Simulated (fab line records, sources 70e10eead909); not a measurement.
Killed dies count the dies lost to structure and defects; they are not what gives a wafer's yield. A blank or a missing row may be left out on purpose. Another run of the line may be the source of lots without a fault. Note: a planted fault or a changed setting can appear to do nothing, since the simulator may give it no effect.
Which of the tools did it? :: flow nandHarc :: 10 lots, 30 wafers sampled, at 3 steps of a route of 1159

== WHAT THE GAUGES SHOWED, per wafer ==
NHARC_P_GATE_INSPECT_68. Usual: rawDefectCount at 250, with a standard deviation of 110.
lot: L693
measured: day 5 15:44
on: defectInspect-02
rawDefectCount: 518 321 255
flag: 

lot: L692
measured: day 5 16:22
on: defectInspect-02
rawDefectCount: 362 235 307
flag: 

lot: L694
measured: day 6 02:38
on: defectInspect-02
rawDefectCount: 197 214 251
flag: 

lot: L696
measured: day 6 12:38
on: defectInspect-01
rawDefectCount: 135 223 286
flag: 

lot: L698
measured: day 6 23:58
on: defectInspect-01
rawDefectCount: 219 187 276
flag: 

lot: L701
measured: day 7 18:18
on: defectInspect-02
rawDefectCount: 177 289 119
flag: 

lot: L709
measured: day 9 17:02
on: defectInspect-01
rawDefectCount: 806 780 737 788 792 729
flag: OFF

lot: L711
measured: day 10 05:25
on: defectInspect-01
rawDefectCount: 770 745 734 789 751 734
flag: OFF

lot: L713
measured: day 10 19:02
on: defectInspect-02
rawDefectCount: 265 206 277
flag: 

lot: L714
measured: day 10 19:19
on: defectInspect-01
rawDefectCount: 179 138 286
flag: 

== TOOL THAT RAN EACH LOT (tool first, then ch and the chambers of the sampled wafers, then the start) ==
lot: L693
NHARC_P_GATE_ETCH_114: rieDiel-13 ch 2,3, day 4 20:00
NHARC_P_GATE_ETCHBACK_37: rieDiel-01 ch 0,3, day 5 15:44 or earlier

lot: L692
NHARC_P_GATE_ETCH_114: rieDiel-01 ch 1,3, day 4 21:00
NHARC_P_GATE_ETCHBACK_37: rieDiel-01 ch 0,2,3, day 5 16:22 or earlier

lot: L694
NHARC_P_GATE_ETCH_114: rieDiel-01 ch 0,2, day 5 08:00
NHARC_P_GATE_ETCHBACK_37: rieDiel-01 ch 0,2, day 6 02:38 or earlier

lot: L696
NHARC_P_GATE_ETCH_114: rieDiel-01 ch 0,3, day 5 18:00
NHARC_P_GATE_ETCHBACK_37: rieDiel-13 ch 0,2, day 6 12:38 or earlier

lot: L698
NHARC_P_GATE_ETCH_114: rieDiel-13 ch 0,1,3, day 6 06:00
NHARC_P_GATE_ETCHBACK_37: rieDiel-03 ch 0,2,3, day 6 23:58 or earlier

lot: L701
NHARC_P_GATE_ETCH_114: rieDiel-13 ch 0,1, day 6 23:00
NHARC_P_GATE_ETCHBACK_37: rieDiel-13 ch 0,1,3, day 7 18:18 or earlier

lot: L709
NHARC_P_GATE_ETCH_114: rieDiel-03 ch 0,1,3, day 8 22:00
NHARC_P_GATE_ETCHBACK_37: rieDiel-13 ch 0,2,3, day 9 17:02 or earlier

lot: L711
NHARC_P_GATE_ETCH_114: rieDiel-03 ch 2,3, day 9 10:00
NHARC_P_GATE_ETCHBACK_37: rieDiel-13 ch 1,2,3, day 10 05:25 or earlier

lot: L713
NHARC_P_GATE_ETCH_114: rieDiel-13 ch 2,3, day 10 00:00
NHARC_P_GATE_ETCHBACK_37: rieDiel-13 ch 0,2, day 10 19:02 or earlier

lot: L714
NHARC_P_GATE_ETCH_114: rieDiel-13 ch 0,1,2, day 10 01:00
NHARC_P_GATE_ETCHBACK_37: rieDiel-03 ch 0,1,3, day 10 19:19 or earlier
- NHARC_P_GATE_ETCH_114: etches the open film in CF4/O2, target depth 30 nm, overetch 3 nm, time 16.5 s.
- NHARC_P_GATE_ETCHBACK_37: etches the open film in CHF3/O2, target depth 34.5 nm, time 17.2 s.

== WHAT THE TOOLS THEMSELVES READ (means of the sampled wafers that have a number; where no wafer has one, the mark that the record gives instead) ==
NHARC_P_GATE_ETCH_114. Usual: biasW 100.0 W, standard deviation 0.31; drypumpMotorCurrentA 5.6 A, standard deviation 0.44; oesProductAu 1.002 a.u., standard deviation 0.014; rfVppV 197.3 V, standard deviation 1.6; showerheadPlenumPTorr 1.31 Torr, standard deviation 0.071; throttleValvePct 13.397 %, standard deviation 0.009.
lot: L693
tool: rieDiel-13
biasW (W): 100.1
drypumpMotorCurrentA (A): 5.5
oesProductAu (a.u.): 1.004
rfVppV (V): 195.6
showerheadPlenumPTorr (Torr): 1.25
throttleValvePct (%): 13.404
flag: 

lot: L692
tool: rieDiel-01
biasW (W): 100.1
drypumpMotorCurrentA (A): 5.1
oesProductAu (a.u.): 0.988
rfVppV (V): 196.5
showerheadPlenumPTorr (Torr): 1.30
throttleValvePct (%): 13.388
flag: 

lot: L694
tool: rieDiel-01
biasW (W): 100.1
drypumpMotorCurrentA (A): 6.2
oesProductAu (a.u.): 0.997
rfVppV (V): 198.1
showerheadPlenumPTorr (Torr): 1.37
throttleValvePct (%): 13.392
flag: 

lot: L696
tool: rieDiel-01
biasW (W): 99.9
drypumpMotorCurrentA (A): 5.6
oesProductAu (a.u.): 0.993
rfVppV (V): 196.3
showerheadPlenumPTorr (Torr): 1.30
throttleValvePct (%): 13.398
flag: 

lot: L698
tool: rieDiel-13
biasW (W): 100.1
drypumpMotorCurrentA (A): 5.6
oesProductAu (a.u.): 1.009
rfVppV (V): 197.0
showerheadPlenumPTorr (Torr): 1.31
throttleValvePct (%): 13.399
flag: 

lot: L701
tool: rieDiel-13
biasW (W): 99.9
drypumpMotorCurrentA (A): 6.0
oesProductAu (a.u.): 1.008
rfVppV (V): 197.9
showerheadPlenumPTorr (Torr): 1.33
throttleValvePct (%): 13.391
flag: 

lot: L709
tool: rieDiel-03
biasW (W): 99.9
drypumpMotorCurrentA (A): 5.6
oesProductAu (a.u.): 1.007
rfVppV (V): 197.5
showerheadPlenumPTorr (Torr): 1.33
throttleValvePct (%): 13.398
flag: 

lot: L711
tool: rieDiel-03
biasW (W): 100.0
drypumpMotorCurrentA (A): 5.6
oesProductAu (a.u.): 1.015
rfVppV (V): 198.1
showerheadPlenumPTorr (Torr): 1.35
throttleValvePct (%): 13.406
flag: 

lot: L713
tool: rieDiel-13
biasW (W): 99.9
drypumpMotorCurrentA (A): 5.1
oesProductAu (a.u.): 1.006
rfVppV (V): 196.1
showerheadPlenumPTorr (Torr): 1.24
throttleValvePct (%): 13.390
flag: 

lot: L714
tool: rieDiel-13
biasW (W): 100.3
drypumpMotorCurrentA (A): 5.9
oesProductAu (a.u.): 1.003
rfVppV (V): 197.5
showerheadPlenumPTorr (Torr): 1.31
throttleValvePct (%): 13.403
flag: 

NHARC_P_GATE_ETCHBACK_37. Usual: biasW 200.0 W, standard deviation 0.5; drypumpMotorCurrentA 5.6 A, standard deviation 0.46; oesProductAu 0.96 a.u., standard deviation 0.039; rfVppV 369.8 V, standard deviation 2.9; showerheadPlenumPTorr 2.37 Torr, standard deviation 0.13; throttleValvePct 20.572 %, standard deviation 0.0094.
lot: L693
tool: rieDiel-01
biasW (W): 199.7
drypumpMotorCurrentA (A): 5.6
oesProductAu (a.u.): 0.92
rfVppV (V): 369.2
showerheadPlenumPTorr (Torr): 2.34
throttleValvePct (%): 20.589
flag: 

lot: L692
tool: rieDiel-01
biasW (W): 199.8
drypumpMotorCurrentA (A): 5.7
oesProductAu (a.u.): 0.92
rfVppV (V): 371.9
showerheadPlenumPTorr (Torr): 2.44
throttleValvePct (%): 20.573
flag: 

lot: L694
tool: rieDiel-01
biasW (W): 200.2
drypumpMotorCurrentA (A): 6.1
oesProductAu (a.u.): 0.92
rfVppV (V): 371.9
showerheadPlenumPTorr (Torr): 2.45
throttleValvePct (%): 20.572
flag: 

lot: L696
tool: rieDiel-13
biasW (W): 199.9
drypumpMotorCurrentA (A): 5.9
oesProductAu (a.u.): 0.93
rfVppV (V): 367.7
showerheadPlenumPTorr (Torr): 2.27
throttleValvePct (%): 20.574
flag: 

lot: L698
tool: rieDiel-03
biasW (W): 200.1
drypumpMotorCurrentA (A): 5.6
oesProductAu (a.u.): 1.01
rfVppV (V): 371.8
showerheadPlenumPTorr (Torr): 2.45
throttleValvePct (%): 20.568
flag: 

lot: L701
tool: rieDiel-13
biasW (W): 199.9
drypumpMotorCurrentA (A): 5.6
oesProductAu (a.u.): 0.93
rfVppV (V): 369.1
showerheadPlenumPTorr (Torr): 2.35
throttleValvePct (%): 20.571
flag: 

lot: L709
tool: rieDiel-13
biasW (W): 200.3
drypumpMotorCurrentA (A): 5.6
oesProductAu (a.u.): 0.93
rfVppV (V): 367.3
showerheadPlenumPTorr (Torr): 2.26
throttleValvePct (%): 20.572
flag: 

lot: L711
tool: rieDiel-13
biasW (W): 199.9
drypumpMotorCurrentA (A): 5.5
oesProductAu (a.u.): 0.99
rfVppV (V): 368.4
showerheadPlenumPTorr (Torr): 2.33
throttleValvePct (%): 20.580
flag: 

lot: L713
tool: rieDiel-13
biasW (W): 199.6
drypumpMotorCurrentA (A): 5.9
oesProductAu (a.u.): 0.92
rfVppV (V): 367.6
showerheadPlenumPTorr (Torr): 2.26
throttleValvePct (%): 20.569
flag: 

lot: L714
tool: rieDiel-03
biasW (W): 199.7
drypumpMotorCurrentA (A): 5.7
oesProductAu (a.u.): 1.01
rfVppV (V): 370.6
showerheadPlenumPTorr (Torr): 2.39
throttleValvePct (%): 20.578
flag: 

== THE ANSWER, worked out from the rows above alone ==
Rule: take the mean of a lot's wafers that have a number; if it is more than 3 standard deviations from the usual mean, the lot is off. Also off: a lot with no number at a reading for which 4 or more lots have one. Where the step has rows for the other lots, those lots are counted as sound. The gauges are gone through in route order, then the tools' own readings, and for those a lot's mean is taken as printed above. At the first step where some lot is off, the reading lying furthest off is the one used; lots without a number count as furthest.
Off: L709, L711, at NHARC_P_GATE_INSPECT_68 (rawDefectCount).
A tool fits if, at a process step before that reading, it ran every lot that is off, and no sound lot after the first of them. The gauges at NHARC_P_GATE_INSPECT_68 are tried like those tools. NHARC_P_GATE_ETCHBACK_37: start missing for some lots; hours and lot order therefore follow NHARC_P_GATE_INSPECT_68. One candidate fits, namely rieDiel-03 at NHARC_P_GATE_ETCH_114. It ran no sound lot before its first lot that is off in this sample, so the start can't be narrowed down.

== WHAT WAS PUT IN BY THE SIMULATOR ==
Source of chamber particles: rieDiel-03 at NHARC_P_GATE_ETCH_114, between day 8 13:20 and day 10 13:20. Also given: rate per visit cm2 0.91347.
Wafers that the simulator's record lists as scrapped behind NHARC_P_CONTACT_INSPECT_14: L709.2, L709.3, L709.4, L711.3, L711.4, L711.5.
Lots struck among those shown: L709, L711. This agrees with what the rule above found.
